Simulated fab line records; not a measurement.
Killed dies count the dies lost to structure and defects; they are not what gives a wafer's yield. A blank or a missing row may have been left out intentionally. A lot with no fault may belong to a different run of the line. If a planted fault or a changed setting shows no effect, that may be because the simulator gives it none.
Split-lot experiment | flow n5 finfet | 21 wafers read from 7 lots, route of 1938 steps

== ON THE SPLIT ==
At N5_SD_EPI_P_ETCH_16 (etches SiO2 in CHF3/O2, target depth 5 nm), the setting target depth a was moved away from the recipe's 50 angstrom on 4 of the 21 wafers read, by -10.4% to +8.0%. The other wafers ran this setting at the recipe's value.

The reading comes from the split's own step.

== THE READING ==
etch.depth nm (the simulator's own value, which no gauge read), in nm, at N5_SD_EPI_P_ETCH_16 (etches SiO2 in CHF3/O2, target depth 5 nm). The file gives no usual value for it. Across the 17 wafers here that went through the recipe, the average is 4.982 nm and the standard deviation 0.044 nm.

wafer  | tool, chamber at the split | target depth a as run, angstrom | against the recipe | etch.depth nm, nm | against lot-mates on the recipe
L074.1 | rie diel-05, 3             | 50                              | recipe             | 4.933             | -
L074.2 | rie diel-05, 0             | 50                              | recipe             | 5.062             | -
L074.6 | rie diel-05, 2             | 50                              | recipe             | 4.967             | -
L075.1 | rie diel-05, 3             | 50                              | recipe             | 4.965             | -
L075.2 | rie diel-05, 2             | 50                              | recipe             | 4.96              | -
L075.3 | rie diel-05, 0             | 50                              | recipe             | 5.013             | -
L082.2 | rie diel-02, 3             | 50                              | recipe             | 4.99              | -
L082.3 | rie diel-02, 2             | 50                              | recipe             | 5.02              | -
L082.5 | rie diel-02, 3             | 50                              | recipe             | 4.966             | -
L084.2 | rie diel-02, 2             | 50                              | recipe             | 5.033             | -
L084.3 | rie diel-02, 1             | 44.78                           | -10.4%             | 4.489             | -0.544
L084.6 | rie diel-02, 3             | 44.78                           | -10.4%             | 4.529             | -0.504
L085.1 | rie diel-02, 2             | 54.02                           | +8.0%              | 5.412             | +0.484
L085.4 | rie diel-02, 0             | 50                              | recipe             | 4.939             | -
L085.6 | rie diel-02, 0             | 50                              | recipe             | 4.916             | -
L087.1 | rie diel-02, 2             | 50                              | recipe             | 4.979             | -
L087.2 | rie diel-02, 0             | 50                              | recipe             | 4.919             | -
L087.5 | rie diel-02, 2             | 50                              | recipe             | 5.025             | -
L097.1 | rie diel-05, 2             | 45.35                           | -9.3%              | 4.451             | -0.554
L097.2 | rie diel-05, 1             | 50                              | recipe             | 5.051             | -
L097.5 | rie diel-05, 0             | 50                              | recipe             | 4.958             | -

THE FIT
A straight line over all 21 wafers: etch.depth nm changes by +0.0497 nm for each +1% of target depth a; r = +0.98; the points scatter about the line by 0.048 nm.
The same after taking each lot's own level away (the mean of its wafers on the recipe; 21 wafers): +0.0544 nm for each +1%; r = +0.99; scatter 0.04 nm.
On that fit, the largest move of target depth a shifts the reading by 0.57 nm.
The lots' own levels span 4.9275 to 5.0330 nm, that is 2.4 times the standard deviation above.
Consequently the slope shifts little with the lot-to-lot level, the two slopes agreeing.
Check: -0.572 nm against its lot-mates is what the line predicts for one of the wafers moved furthest among these (-10.4%) when that wafer is left out of the fit. Against them it came out at -0.544 nm.

== ADDITIONAL SPLITS CARRIED BY THESE WAFERS ==
Before the reading, these wafers also passed through other splits. Each is held against what the fit with the lots' levels taken away leaves over:
other split on the same wafers | wafers away from the commonest value | r with etch.depth nm (lot level and that fit taken away)
N5_SD_EPI_P_EXPOSE_06 dose mj  | 10                                   | +0.36

== FILE'S OWN FIT ==
etch.depth nm changes by +0.0558 nm for each +1% of target depth a, r = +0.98.
